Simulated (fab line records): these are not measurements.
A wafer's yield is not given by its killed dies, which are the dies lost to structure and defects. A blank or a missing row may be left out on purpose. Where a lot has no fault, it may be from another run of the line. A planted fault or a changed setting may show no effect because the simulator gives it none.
Shared-tool check | flow nandHarc | 13 lots and 45 wafers in the sample

WHAT PROMPTED THE OPENING
At NHARC_A_ONON_D1_THK_MEAS_27 the reading thkNm is flagged on 2 of 13 lots. Fault-free wafers read 1001 nm, with a standard deviation of 9.
Rule: flag the lot when none of its wafers has a number, or when each of its wafers that has one lies beyond 4 standard deviations from that mean. The rest of the lots are taken to be sound.

lot  | measured     | on           | thkNm (nm), wafer by wafer    | flag
L345 | day 7 23:56  | filmMetro-02 | 1004 1006 1004                | 
L348 | day 8 15:37  | filmMetro-02 | 998 998 999                   | 
L346 | day 8 20:01  | filmMetro-02 | 1002 1002 1000                | 
L349 | day 8 23:28  | filmMetro-02 | 1012 1016 1014                | 
L350 | day 9 07:12  | filmMetro-01 | 993 991 992                   | 
L351 | day 9 07:14  | filmMetro-02 | 995 995 994                   | 
L353 | day 9 21:17  | filmMetro-01 | 1011 1011 1011                | 
L354 | day 10 09:33 | filmMetro-01 | 1009 1011 1007                | 
L358 | day 11 08:31 | filmMetro-01 | 1010 1008 1009                | 
L361 | day 11 22:31 | filmMetro-02 | 1526 1528 1526 1527 1529 1525 | FLAGGED
L363 | day 12 06:30 | filmMetro-01 | 1534 1537 1535 1534 1536 1535 | FLAGGED
L366 | day 13 06:38 | filmMetro-02 | 997 996 996                   | 
L368 | day 13 21:53 | filmMetro-02 | 1005 1007 1004                | 
Average over the flagged lots: 1531 nm; offset from the usual +530 nm, equal to +59 standard deviations.

EACH LOT AND THE TOOL IT RAN ON
The record keeps 1 process step preceding the reading, out of 1159 steps on the route. Each cell gives the tool, then ch followed by the chambers the sampled wafers passed through, then the start.
lot  | flag    | NHARC_A_ONON_D1_DEP_25
L345 |         | pecvdOnon-04 ch 0, day 7 23:25
L348 |         | pecvdOnon-03 ch 0, day 8 15:13
L346 |         | pecvdOnon-03 ch 0, day 8 19:34
L349 |         | pecvdOnon-02 ch 0, day 8 23:04
L350 |         | pecvdOnon-04 ch 0, day 9 06:45
L351 |         | pecvdOnon-02 ch 0, day 9 06:43
L353 |         | pecvdOnon-04 ch 0, day 9 20:50
L354 |         | pecvdOnon-02 ch 0, day 10 09:05
L358 |         | pecvdOnon-03 ch 0, day 11 08:01
L361 | FLAGGED | pecvdOnon-02 ch 0, day 11 21:59
L363 | FLAGGED | pecvdOnon-02 ch 0, day 12 06:03
L366 |         | pecvdOnon-03 ch 0, day 13 06:11
L368 |         | pecvdOnon-03 ch 0, day 13 21:29
These steps, and what they do:
- NHARC_A_ONON_D1_DEP_25: target thk 1000 nm.
- NHARC_A_ONON_D1_THK_MEAS_27: measures by ellipsometry.

FLAGGED OVER TOTAL, TOOL BY TOOL (the gauges that took the reading come last)
step                        | tool         | lots run | flagged | share of the flagged lots | sound lots run after its first flagged lot
NHARC_A_ONON_D1_DEP_25      | pecvdOnon-02 | 5        | 2       | all                       | 0
NHARC_A_ONON_D1_DEP_25      | pecvdOnon-03 | 5        | 0       | none                      | -
NHARC_A_ONON_D1_DEP_25      | pecvdOnon-04 | 3        | 0       | none                      | -
NHARC_A_ONON_D1_THK_MEAS_27 | filmMetro-01 | 5        | 1       | some                      | 0
NHARC_A_ONON_D1_THK_MEAS_27 | filmMetro-02 | 8        | 1       | some                      | 2 (L366,L368)

WHAT THE TABLE PERMITS
Rows of the table that ran each flagged lot: 1, that is pecvdOnon-02 at NHARC_A_ONON_D1_DEP_25.
- pecvdOnon-02 at NHARC_A_ONON_D1_DEP_25: 2 of its 5 lots flagged. A fault beginning between L354 (day 10 09:05), its last sound lot, and L361 (day 11 21:59), its first flagged one, fits the data.
One tool is left: pecvdOnon-02 at NHARC_A_ONON_D1_DEP_25.

WHAT HAD BEEN PUT IN BY THE SIMULATOR
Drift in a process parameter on pecvdOnon-02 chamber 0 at NHARC_A_ONON_D1_DEP_25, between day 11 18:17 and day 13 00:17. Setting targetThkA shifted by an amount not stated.
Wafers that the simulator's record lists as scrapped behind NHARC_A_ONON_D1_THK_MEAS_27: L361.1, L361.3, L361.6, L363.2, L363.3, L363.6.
Lots struck among those shown: L361, L363. Same finding as the rule above.
